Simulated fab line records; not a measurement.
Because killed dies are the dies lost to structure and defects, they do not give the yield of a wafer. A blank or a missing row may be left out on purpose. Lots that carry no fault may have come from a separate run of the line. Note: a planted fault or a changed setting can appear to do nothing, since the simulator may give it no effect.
Matching of chambers / flow n5Finfet / N5_FIN_SAQP_PECVD_47 on pecvd-04 has 3 sister chambers
The step deposits a-Si from SiH4/He, target thk 45 nm, time 36.3 s. 3 wafers are shown with their chamber, then 11 later ones without.

## EACH WAFER AND ITS CHAMBER
wafer=L090.1; chamber=2; throttleValvePct (%)=17.4
wafer=L090.2; chamber=0; throttleValvePct (%)=20.8
wafer=L091.1; chamber=1; throttleValvePct (%)=17.2

## WAFERS WITHOUT THEIR CHAMBER
wafer=L091.4; throttleValvePct (%)=17.4
wafer=L091.6; throttleValvePct (%)=20.7
wafer=L093.3; throttleValvePct (%)=17.2
wafer=L093.4; throttleValvePct (%)=20.4
wafer=L093.6; throttleValvePct (%)=17.3
wafer=L095.2; throttleValvePct (%)=20.6
wafer=L095.3; throttleValvePct (%)=17.4
wafer=L095.6; throttleValvePct (%)=17.3
wafer=L096.1; throttleValvePct (%)=17.3
wafer=L096.2; throttleValvePct (%)=20.7
wafer=L096.5; throttleValvePct (%)=17.3

## WHICH CHAMBER EACH WENT THROUGH
wafer=L091.4; from the rows above=can't be placed: 2 or 1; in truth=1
wafer=L091.6; from the rows above=0; in truth=0
wafer=L093.3; from the rows above=can't be placed: 1 or 2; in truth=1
wafer=L093.4; from the rows above=0; in truth=0
wafer=L093.6; from the rows above=can't be placed: 2 or 1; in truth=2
wafer=L095.2; from the rows above=0; in truth=0
wafer=L095.3; from the rows above=can't be placed: 2 or 1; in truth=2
wafer=L095.6; from the rows above=can't be placed: 2 or 1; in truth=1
wafer=L096.1; from the rows above=can't be placed: 2 or 1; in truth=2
wafer=L096.2; from the rows above=0; in truth=0
wafer=L096.5; from the rows above=can't be placed: 2 or 1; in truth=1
Placed correctly: 4 of 11. These rows do not allow placing 7 (true chamber among the candidates in 7). 0 placed wrongly.
How it was worked out, from the rows above alone: a wafer's distance from a chamber is the root of the sum, over the readings, of the square of ((its reading less the chamber's mean) divided by the reading's scatter). The wafer belongs to the nearest chamber; if the next one is less than 2 further off, it can't be placed. Each chamber's mean is taken over the wafers shown for it. The scatter (one wafer shown for each chamber): square how far every hidden wafer sits from the nearest shown wafer, average those squares and take the square root.
